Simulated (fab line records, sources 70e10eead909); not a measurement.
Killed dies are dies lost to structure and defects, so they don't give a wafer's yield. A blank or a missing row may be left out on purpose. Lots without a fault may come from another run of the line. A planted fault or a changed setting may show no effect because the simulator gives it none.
Which tool did it? | flow nand_harc | 11 lots, 32 wafers sampled, at 3 steps of a route of 1159

WHAT THE GAUGES READ, wafer by wafer
NHARC_P_STI_OCD_MEAS_17.
lot  | measured    | on     | trench_depth_nm (nm)
L407 | day 2 13:36 | ocd-02 | 297 303 303
L409 | day 3 03:32 | ocd-01 | 300 293 301
L412 | day 3 14:47 | ocd-01 | 303 306 302
L413 | day 4 00:04 | ocd-01 | 299 237 234
L415 | day 4 13:47 | ocd-01 | 300 303 301
L416 | day 4 19:15 | ocd-01 | 297 234
L417 | day 5 02:37 | ocd-01 | 301 236 232
L421 | day 6 03:19 | ocd-01 | 302 296 302
L427 | day 7 13:22 | ocd-02 | 297 302 301
L428 | day 7 17:59 | ocd-02 | 301 304 303
L429 | day 8 00:43 | ocd-02 | 301 306 304

WHICH TOOL RAN EACH LOT (tool, then ch and the chambers of the sampled wafers, then the start)
lot  | NHARC_P_STI_DESCUM_14             | NHARC_P_STI_ETCH_15
L407 | rie_diel-13 ch 0,1, day 2 13:05   | rie_si-04 ch 0,1,3, day 2 13:23
L409 | rie_diel-10 ch 0,3, day 3 02:59   | rie_si-04 ch 0,1, day 3 03:16
L412 | rie_diel-13 ch 0,3, day 3 14:15   | rie_si-01 ch 2,3, day 3 14:31
L413 | rie_diel-13 ch 0,1,2, day 3 23:32 | rie_si-04 ch 0,2, day 3 23:50
L415 | rie_diel-13 ch 0,2,3, day 4 13:16 | rie_si-01 ch 1,2,3, day 4 13:32
L416 | rie_diel-10 ch 0,2, day 4 18:45   | rie_si-04 ch 0,1, day 4 19:01
L417 | rie_diel-13 ch 0,2,3, day 5 02:05 | rie_si-04 ch 1,2, day 5 02:22
L421 | rie_diel-03 ch 1,2, day 6 02:48   | rie_si-05 ch 0,3, day 6 03:04
L427 | rie_diel-03 ch 0,1,2, day 7 12:48 | rie_si-05 ch 0,1,3, day 7 13:07
L428 | rie_diel-13 ch 0,2,3, day 7 17:28 | rie_si-01 ch 0,2, day 7 17:45
L429 | rie_diel-03 ch 1,2,3, day 8 00:10 | rie_si-04 ch 0,1,2, day 8 00:28
- NHARC_P_STI_DESCUM_14: chemistry O2, time 3 s.
- NHARC_P_STI_ETCH_15: etches the open film in HBr/Cl2, target depth 300 nm, time 100.1 s.

THE ANSWER, worked out from the rows above alone
Rule: what is usual is taken from the lots themselves. Put in order of their means at a reading, lots are off if they are a third of the lots or fewer, leave a main group of 4 or more, and stand apart from it by a gap of 3 or more times the standard deviation of the main group's means; of several such gaps the widest counts. A main group whose means are all the same, to the digits that the tables above print for the reading, isn't used. A lot without any number at a reading at which 4 lots or more have one is off too. The other lots that the step has rows for count as sound.
Off: L413, L416, L417, at NHARC_P_STI_OCD_MEAS_17 (trench_depth_nm). The main group: mean 301 nm, standard deviation 1.9.
A tool fits if, at a process step before that reading, it ran every lot that is off, and no sound lot after the first of them. The gauges at NHARC_P_STI_OCD_MEAS_17 are tried like those tools. None of those tried fits.

WHAT THE SIMULATOR HAD PUT IN
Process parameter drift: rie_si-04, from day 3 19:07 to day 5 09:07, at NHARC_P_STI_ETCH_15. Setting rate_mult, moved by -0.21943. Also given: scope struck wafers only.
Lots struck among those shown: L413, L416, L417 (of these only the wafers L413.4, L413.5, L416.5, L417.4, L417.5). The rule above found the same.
